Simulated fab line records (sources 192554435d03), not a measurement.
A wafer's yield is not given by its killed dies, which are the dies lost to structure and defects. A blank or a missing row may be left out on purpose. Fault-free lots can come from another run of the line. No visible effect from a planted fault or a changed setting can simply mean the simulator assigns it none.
Problem report in the 8D (eight disciplines) form, filled by code || flow n5 finfet || the parts of the form that need people (team, actions taken, sign-off) are left out

1. WHAT WENT WRONG
M13_ILD_THK at N5_BEOL_M13_THK_MEAS_01 reads a mean of 314 nm on 2 wafers of 2 lots; wafers without a fault read 837 nm with a standard deviation of 13. That puts it -40 standard deviations away from the usual mean.
First observed at day 12 17:07: wafer L155.6, on film metro-02. The record holds 24 wafers of 8 lots with a number at this step. Rule for "out" (also "out of limits"): further than 4 standard deviations from the usual mean. The other wafers with a number count as sound.

2. WHAT IT IS, AND WHAT IT ISN'T
{"question": "which readings at this step", "is": "M13_ILD_THK", "is not": "-"}
{"question": "which lots", "is": "L154, L155", "is not": "L149, L164, L165, L166, L168, L169"}
{"question": "which wafers of those lots", "is": "L154.6, L155.6", "is not": "L154.3, L154.5, L155.3, L155.4"}
{"question": "read on which gauges", "is": "film metro-01, film metro-02", "is not": "-"}
{"question": "when", "is": "from day 12 17:07", "is not": "up to then (5 sound wafers); but 17 sound wafers of L154, L164, L165, L166, L168, L169 came after"}

3. SUSPECTS, AND WHAT RULES EACH OUT
Counting: if a tool at a process step up to the reading ran every lot that is out, it stays a suspect. Sound lots after the first of them don't rule it out here, since some wafers of a struck lot are sound.
- the gauge at N5_BEOL_M13_THK_MEAS_01 has been ruled out. 2 gauges (film metro-01, film metro-02) read the wafers that are out.
- rie diel-03 at N5_BEOL_M12_DESCUM_33 (chemistry O2, time 7.9 s): kept. It ran every lot that is out, first L155 (day 12 14:51).
- rie diel-03 at N5_BEOL_M12_ETCH_67 (etches SiARC in CF4, target depth 143 nm, time 238.3 s): kept. It ran every lot that is out, first L155 (day 12 14:53).
- pvd sputter-01 at N5_BEOL_M12_SPUTTER_43 (material TaN, target thk 15 nm, time 24.19 s): kept. It ran every lot that is out, first L155 (day 12 15:46).
- pecvd-03 at N5_BEOL_M13_ILD_DEP_00 (deposits SiOC from DEMS/O2, target thk 837.92 nm, time 166.4 s): kept. Ran every lot that is out, first one L155 (day 12 16:58); last sound lot up to then L149 (day 11 15:52). Out on those wafers are its own readings of run length s.
Left after counting: rie diel-03 at N5_BEOL_M12_DESCUM_33, rie diel-03 at N5_BEOL_M12_ETCH_67, pvd sputter-01 at N5_BEOL_M12_SPUTTER_43, pecvd-03 at N5_BEOL_M13_ILD_DEP_00.

4. THE CAUSE (what the simulator had put in)
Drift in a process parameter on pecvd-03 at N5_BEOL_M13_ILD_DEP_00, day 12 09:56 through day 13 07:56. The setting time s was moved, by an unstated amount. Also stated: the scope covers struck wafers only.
After counting, 4 suspects remain, this tool included.

5. SEQUENCE OF EFFECTS, ordered by route
One row per reading whose mean, taken over the struck wafers that have a number, lies over 3 standard deviations from the usual. Readings are gone through only where the record gives a usual standard deviation; hours: the median, over the lots, of the time from a lot's start at the first step in this table giving one to that lot's start at this step; sigmas: the change measured in usual standard deviations.
{"hours": 0, "step": "N5_BEOL_M13_ILD_DEP_00", "reading": "run length s", "usual": "211.0 s", "on struck wafers": 106.5, "change": -104.5, "sigmas": "-99 or more"}
{"hours": 0, "step": "N5_BEOL_M13_THK_MEAS_01", "reading": "M13_ILD_THK", "usual": "837 nm", "on struck wafers": 314, "change": -524, "sigmas": -40}
{"hours": 1, "step": "N5_BEOL_M13_STRIP_63", "reading": "oes product au", "usual": "0.673 a.u.", "on struck wafers": 0.833, "change": "+0.160", "sigmas": "+30"}
{"hours": 1, "step": "N5_BEOL_M13_STRIP_63", "reading": "strip time to endpoint s", "usual": "27.8 s", "on struck wafers": 68.3, "change": "+40.5", "sigmas": "+29"}
{"hours": 32, "step": "N5_PASSIVATION_PROBE_49", "reading": "defect limited yield", "usual": "91.2 %", "on struck wafers": 0.0, "change": -91.2, "sigmas": -61}
{"hours": 32, "step": "N5_PASSIVATION_PROBE_49", "reading": "killed_at_M4_up", "usual": 15, "on struck wafers": 1100, "change": "+1084", "sigmas": "+99 or more"}
{"hours": 32, "step": "N5_PASSIVATION_PROBE_49", "reading": "killed dies", "usual": 104, "on struck wafers": 1180, "change": "+1076", "sigmas": "+60"}
{"hours": 32, "step": "N5_PASSIVATION_PROBE_49", "reading": "killed on rim", "usual": 14, "on struck wafers": 152, "change": "+138", "sigmas": "+34"}
{"hours": 32, "step": "N5_PASSIVATION_PROBE_49", "reading": "sort n pass", "usual": 1076, "on struck wafers": 0, "change": -1076, "sigmas": -60}
The process steps in it:
- N5_BEOL_M13_ILD_DEP_00: deposits SiOC from DEMS/O2, target thk 837.92 nm, time 166.4 s.
- N5_BEOL_M13_STRIP_63: strips in N2/H2.
- N5_PASSIVATION_PROBE_49

6. WHAT WOULD HAVE CAUGHT IT SOONER
The first out-of-limits reading at a measuring or inspecting step in this record came at day 12 17:07, 7 hours after the fault's start at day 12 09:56.
At N5_BEOL_M13_ILD_DEP_00, the tool's own readings (run length s) were out on each struck wafer the step has a row for, so an alarm limit on them would have fired on the first such wafer.
Lots out: 2; of these, L154 started N5_BEOL_M13_ILD_DEP_00 on pecvd-03 after day 12 17:07. Putting the tool on hold at that point would have spared it.
